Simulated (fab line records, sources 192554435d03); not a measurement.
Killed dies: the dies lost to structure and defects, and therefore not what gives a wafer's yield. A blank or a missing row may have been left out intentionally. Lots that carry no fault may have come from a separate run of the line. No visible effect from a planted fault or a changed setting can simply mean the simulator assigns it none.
The same fault as seen by 2 desks	flow n5_finfet	what lay behind the numbers comes last; until then each desk has only its own

THE METROLOGY DESK
What the gauges read for every lot (on any tool): the sampled wafers with a number, averaged. Any lot whose mean is over 4 standard deviations away from the usual mean is out of limits and marked OUT; that distance is given in the brackets.
Columns: A = M15_THK at N5_BEOL_M15_THK_MEAS_50, usual 841 nm; B = M15_RS at N5_BEOL_M15_RS_MEAS_54, usual 0.0216 ohm/sq
lot	first seen here	A	B
L667	day 11 16:35	848	0.0214
L669	day 12 01:16	851	0.0216
L671	day 12 09:53	847	0.0215
L670	day 12 09:59	850	0.0215
L678	day 14 19:43	800	0.0229
L682	day 16 21:10	826	0.0218
L685	day 17 23:29	830	0.0216
L686	day 18 07:31	837	0.0218
L688	day 18 12:31	839	0.0215
L687	day 19 17:38	828	0.0220
Finding of this desk: none of the 10 lots has anything out of limits.

FOR THE TOOL OWNER'S DESK: rie_diel-06
The tool's own readings at N5_BEOL_M15_TRENCH_ETCH_34 (etches SiO2 in C4F8/O2/Ar, target depth 872.93 nm, time 199 s): means of the sampled wafers that have a number, for each lot that ran on this tool. Any lot whose mean is over 4 standard deviations away from the usual mean is out of limits and marked OUT; that distance is given in the brackets.
Columns: A = O2_flow_sccm at N5_BEOL_M15_TRENCH_ETCH_34, usual 12.00 sccm; B = drypump_motor_current_A at N5_BEOL_M15_TRENCH_ETCH_34, usual 5.5 A; C = he_inner_torr at N5_BEOL_M15_TRENCH_ETCH_34, usual 15.001 Torr; D = oes_product_au at N5_BEOL_M15_TRENCH_ETCH_34, usual 0.79 a.u.; E = rf_vpp_V at N5_BEOL_M15_TRENCH_ETCH_34, usual 2220 V; F = showerhead_plenum_p_Torr at N5_BEOL_M15_TRENCH_ETCH_34, usual 3.44 Torr; G = throttle_valve_pct at N5_BEOL_M15_TRENCH_ETCH_34, usual 30.95 %
lot	first seen here	A	B	C	D	E	F	G
L670	day 12 06:17	11.95	5.8	15.007	0.78	2210	3.49	31.09
L678	day 14 15:48	11.95	5.2	14.979	0.79	2198	3.46	30.78
L685	day 17 17:12	12.03	6.1	14.997	0.79	2220	3.37	31.07
L688	day 18 08:11	12.01	5.6	14.996	0.80	2202	3.42	30.90
Finding of this desk: none of the 4 lots has anything out of limits.

ALL TOGETHER
Metrology desk: nothing out of limits seen.
Nothing out of limits was seen by the tool owner's desk.

WHAT HAD BEEN PUT IN BY THE SIMULATOR
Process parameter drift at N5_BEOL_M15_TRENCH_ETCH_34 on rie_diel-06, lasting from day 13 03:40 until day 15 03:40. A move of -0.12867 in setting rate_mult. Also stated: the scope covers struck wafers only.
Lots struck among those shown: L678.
